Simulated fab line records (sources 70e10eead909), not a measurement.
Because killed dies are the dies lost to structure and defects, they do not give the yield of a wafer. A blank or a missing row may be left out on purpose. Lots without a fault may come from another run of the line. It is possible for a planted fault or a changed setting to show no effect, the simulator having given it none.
Which tool is to blame? | flow nand-harc | 14 lots, 42 wafers sampled, at 5 steps of a route of 1302

== WHAT EACH GAUGE READ, for each wafer ==
NHARC_A_ONON_D2_THK_MEAS_21: measures by ellipsometry. Usual: thk-nm reads 998 nm (standard deviation 11).
lot  | measured     | on            | thk-nm (nm)    | flag
L768 | day 13 11:50 | film-metro-01 | 1008 1008 1009 |
L769 | day 13 11:50 | film-metro-02 | 983 982 983    |
L770 | day 14 01:22 | film-metro-01 | 1007 1005 1004 |
L779 | day 17 10:09 | film-metro-01 | 1005 1005 1004 |
L780 | day 18 00:09 | film-metro-01 | 992 989 991    |
L781 | day 18 20:55 | film-metro-01 | 990 989 991    |
L783 | day 19 07:25 | film-metro-02 | 982 984 983    |
L785 | day 19 23:45 | film-metro-01 | 983 986 985    |
L784 | day 19 23:45 | film-metro-02 | 1004 1004 1002 |
L787 | day 21 07:59 | film-metro-02 | 1003 1000 1002 |
L789 | day 21 08:08 | film-metro-02 | 979 980 980    |
L788 | day 21 14:37 | film-metro-02 | 993 994 996    |
L790 | day 21 14:37 | film-metro-01 | 1002 1003 1003 |
L791 | day 22 13:14 | film-metro-01 | 999 999 999    |

NHARC_A_CHANNEL_HOLE_D2_OVL_MEAS_11. Usual: overlay-x-nm 0.1 nm, standard deviation 0.94; overlay-y-nm -0.1 nm, standard deviation 0.79.
lot  | measured     | on         | overlay-x-nm (nm) | overlay-y-nm (nm) | flag
L768 | day 13 19:39 | overlay-01 | -1.4 -0.8 -1.2    | 1.3 1.7 1.0       |
L769 | day 13 19:37 | overlay-02 | -0.5 0.3 -0.4     | -1.3 -0.9 -1.0    |
L770 | day 14 13:52 | overlay-01 | -0.4 0.0 -0.1     | 0.1 0.2 0.4       |
L779 | day 17 15:11 | overlay-01 | -0.6 -0.1 -0.9    | 0.9 0.6 0.2       |
L780 | day 18 06:04 | overlay-02 | 0.7 0.8 0.4       | -1.1 -0.6 -0.5    |
L781 | day 19 05:47 | overlay-01 | -0.1 -0.5 0.0     | 2.0 1.5 1.6       |
L783 | day 19 12:31 | overlay-01 | -0.5 -0.4 -0.5    | 0.0 0.9 0.8       |
L785 | day 20 10:19 | overlay-02 | 1.3 0.9 1.4       | 0.1 0.6 -0.5      |
L784 | day 20 10:08 | overlay-01 | -1.5 -1.3 -1.3    | -1.0 -0.9 -1.4    |
L787 | day 21 15:17 | overlay-01 | 1.8 1.1 1.6       | 0.5 0.5 0.0       |
L789 | day 21 16:40 | overlay-01 | 1.8 1.9 1.6       | -0.1 -0.6 -0.3    |
L788 | day 22 00:17 | overlay-02 | 1.0 0.9 1.1       | -0.2 0.0 0.2      |
L790 | day 22 00:32 | overlay-01 | 0.1 0.8 0.1       | 0.5 -0.5 0.2      |
L791 | day 22 18:20 | overlay-02 | 0.9 0.2 0.3       | -0.9 -0.5 -0.9    |

NHARC_END_SORT_01. Usual: killed-at-array 61, standard deviation 23; killed-at-other 1.3, standard deviation 1.4; killed-at-periphery 4.0, standard deviation 2.6; killed-dies 66, standard deviation 22; killed-open 3.4, standard deviation 1.8; killed-short 2.3, standard deviation 1.4.
lot  | measured     | on        | killed-at-array | killed-at-other | killed-at-periphery | killed-dies | killed-open | killed-short | flag
L768 | day 24 18:42 | prober-01 | 674 670 675     | 1 0 1           | 2 7 1               | 677 677 677 | 4 2 3       | 2 4 2        | OFF
L769 | day 24 18:42 | prober-02 | 670 671 668     | 2 2 1           | 5 4 8               | 677 677 677 | 4 3 4       | 2 2 2        | OFF
L770 | day 25 04:36 | prober-02 | 674 674 677     | 1 1 0           | 2 2 0               | 677 677 677 | 4 0 6       | 1 3 3        | OFF

== WHAT TOOL EACH LOT RAN ON (gives the tool, then ch and the chambers of the sampled wafers, and finally the start) ==
lot  | NHARC_A_DECK1_JOINT_DEP_16      | NHARC_A_CHANNEL_HOLE_D2_DEP_00
L768 | pecvd-02 ch 0,1,2, day 13 00:05 | acl-dep-03 ch 0, day 13 14:08 and acl-dep-01 ch 0, day 13 17:02
L769 | pecvd-01 ch 0,2, day 13 00:07   | acl-dep-02 ch 0, day 13 14:16 and acl-dep-01 ch 0, day 13 17:02
L770 | pecvd-02 ch 0,2, day 13 10:59   | acl-dep-03 ch 0, day 14 06:57
L779 | pecvd-02 ch 0,2, day 16 23:16   | acl-dep-02 ch 0, day 17 12:37
L780 | pecvd-02 ch 0,1, day 17 12:43   | acl-dep-02 ch 0, day 18 03:19
L781 | pecvd-03 ch 0,1, day 18 09:10   | acl-dep-03 ch 0, day 19 03:04
L783 | pecvd-01 ch 0,1, day 18 18:07   | acl-dep-03 ch 0, day 19 09:43
L785 | pecvd-01 ch 0,2, day 19 12:41   | acl-dep-03 ch 0, day 20 07:54
L784 | pecvd-02 ch 0,2, day 19 12:43   | acl-dep-01 ch 0, day 20 07:21
L787 | pecvd-02 ch 0,1, day 20 20:31   | acl-dep-01 ch 0, day 21 12:28
L789 | pecvd-02 ch 0,2, day 20 21:20   | acl-dep-02 ch 0, day 21 13:55
L788 | pecvd-02 ch 1,2, day 21 02:53   | acl-dep-03 ch 0, day 21 21:32
L790 | pecvd-03 ch 0,1, day 21 03:01   | acl-dep-02 ch 0, day 21 21:47
L791 | pecvd-01 ch 0,1, day 22 02:09   | acl-dep-03 ch 0, day 22 15:55
- NHARC_A_DECK1_JOINT_DEP_16: deposits SiO2, target thk 45 nm.
- NHARC_A_CHANNEL_HOLE_D2_DEP_00: deposits aC, target thk 3100 nm.

== WHAT THE TOOLS THEMSELVES READ (means of the sampled wafers that have a number; where no wafer has one, the mark that the record gives instead) ==
NHARC_A_DECK1_JOINT_DEP_16. Usual: heater-power-w 534 W, standard deviation 65; throttle-valve-pct 15.7 %, standard deviation 0.81.
lot  | tool     | heater-power-w (W) | throttle-valve-pct (%) | flag
L768 | pecvd-02 | 530                | 15.1                   |
L769 | pecvd-01 | 514                | 16.7                   |
L770 | pecvd-02 | 531                | 15.2                   |
L779 | pecvd-02 | 476                | 15.4                   |
L780 | pecvd-02 | 534                | 15.5                   |
L781 | pecvd-03 | 612                | 16.0                   |
L783 | pecvd-01 | 603                | 16.3                   |
L785 | pecvd-01 | 501                | 16.7                   |
L784 | pecvd-02 | 488                | 16.1                   |
L787 | pecvd-02 | 492                | 16.0                   |
L789 | pecvd-02 | 514                | 15.5                   |
L788 | pecvd-02 | 471                | 15.0                   |
L790 | pecvd-03 | 603                | 16.2                   |
L791 | pecvd-01 | 623                | 16.2                   |

NHARC_A_CHANNEL_HOLE_D2_DEP_00. Usual: throttle-valve-pct reads 35.001 % (standard deviation 0.0092).
lot  | tool                  | throttle-valve-pct (%) | flag
L768 | acl-dep-03/acl-dep-01 | 35.000                 |
L769 | acl-dep-02/acl-dep-01 | 35.001                 |
L770 | acl-dep-03            | 34.998                 |
L779 | acl-dep-02            | 34.997                 |
L780 | acl-dep-02            | 35.002                 |
L781 | acl-dep-03            | 35.004                 |
L783 | acl-dep-03            | 34.999                 |
L785 | acl-dep-03            | 34.986                 |
L784 | acl-dep-01            | 35.005                 |
L787 | acl-dep-01            | 35.000                 |
L789 | acl-dep-02            | 34.986                 |
L788 | acl-dep-03            | 35.000                 |
L790 | acl-dep-02            | 35.001                 |
L791 | acl-dep-03            | 35.000                 |

== THE ANSWER, worked out from the rows above alone ==
Rule: a lot is off if the mean of its wafers that have a number lies more than 3 standard deviations from the usual mean. Also off: a lot with no number at a reading for which 4 or more lots have one. Where the step has rows for the other lots, those lots are counted as sound. First the gauges in route order, then the tools' own readings, where a lot's mean is used as printed above. At the first step where some lot is off, the reading lying furthest off is the one used; lots without a number count as furthest.
Off: L768, L769, L770 (NHARC_END_SORT_01, killed-dies). Neither off nor sound, because the step has no rows for them: L779, L780, L781, L783, L785, L784, L787, L789, L788, L790, L791.
A tool fits if, at a process step before that reading, it ran every lot that is off, and no sound lot after the first of them. Gauges at NHARC_END_SORT_01: tried the same way as those tools. Not one of the candidates tried fits.

== WHAT WAS PUT IN BY THE SIMULATOR ==
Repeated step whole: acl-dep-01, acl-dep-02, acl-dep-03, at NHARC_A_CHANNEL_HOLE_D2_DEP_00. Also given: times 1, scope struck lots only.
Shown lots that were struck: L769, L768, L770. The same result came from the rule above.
